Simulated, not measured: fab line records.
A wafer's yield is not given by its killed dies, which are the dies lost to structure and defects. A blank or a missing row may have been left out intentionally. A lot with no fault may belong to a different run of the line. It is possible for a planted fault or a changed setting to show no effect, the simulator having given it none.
Problem report, 8D (eight disciplines) form, completed by code | flow n5 finfet | the parts of the form that need people (team, actions taken, sign-off) are left out

== 1. THE PROBLEM ==
Wafers without a fault read 53.72, standard deviation 0.053; exposure dose mJ cm2 at N5_BEOL_M9_EXPOSE_08 reads a mean of 52.87 on 6 wafers belonging to 2 lots. Relative to the usual mean, that is a shift of -16 standard deviations.
The step: exposes mask M9.
Earliest sighting: wafer L226.1 on arfi scanner-02 at day 11 00:51. The record has a number at this step for 33 wafers belonging to 11 lots. Rule for "out", or "out of limits": more than 4 standard deviations from the usual mean. All remaining wafers that have a number are taken as sound.

== 2. WHAT IT IS; WHAT IT IS NOT ==
question                    | is                     | is not
which readings at this step | exposure dose mJ cm2   | -
which lots                  | L226, L234             | L223, L224, L225, L238, L239, L241, L243, L244, L246
which wafers of those lots  | all that have a number | -
read on which tools         | arfi scanner-02        | arfi scanner-01, arfi scanner-03
when                        | from day 11 00:51      | up to then (9 sound wafers); but 18 sound wafers of L238, L239, L241, L243, L244, L246 came after

== 3. THE SUSPECTS, EACH WITH WHAT RULES IT OUT ==
Counting: a tool stays on the suspect list if, at a process step up to the reading, it processed all lots that are out and no sound lot following the first of them.
- arfi scanner-02 at N5_BEOL_M9_EXPOSE_08 (exposes mask M9): kept. It ran every lot that is out, first L226 (day 11 00:51), and no sound lot after that; its last sound lot up to then is L225 (day 10 10:41). Out on those wafers are its own readings of exposure dose mJ cm2.
Remaining after the count: arfi scanner-02 at N5_BEOL_M9_EXPOSE_08.

== 4. THE CAUSE (what the simulator had put in) ==
Process parameter drift: arfi scanner-02, from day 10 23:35 on, at N5_BEOL_M9_EXPOSE_08. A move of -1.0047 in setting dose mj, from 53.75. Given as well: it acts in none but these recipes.
This tool alone remained once counting was done.

== 5. SEQUENCE OF EFFECTS, ordered by route ==
One row per reading whose mean, taken over the struck wafers that have a number, lies over 3 standard deviations from the usual. Only readings for which the record gives a usual standard deviation are gone through. hours: the time from each lot's start at the first step in this table that gives one to its start at this step, as a median over the lots. sigmas: the change in usual standard deviations.
hours | step                 | reading              | usual | on struck wafers | change | sigmas
0     | N5_BEOL_M9_EXPOSE_08 | exposure dose mJ cm2 | 53.72 | 52.87            | -0.85  | -16
It contains these process steps:
- N5_BEOL_M9_EXPOSE_08: exposes mask M9.

== 6. WHAT WOULD HAVE CAUGHT IT SOONER ==
In this record the first reading out of limits was taken at day 11 00:51, 1 hour after the fault began at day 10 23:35.
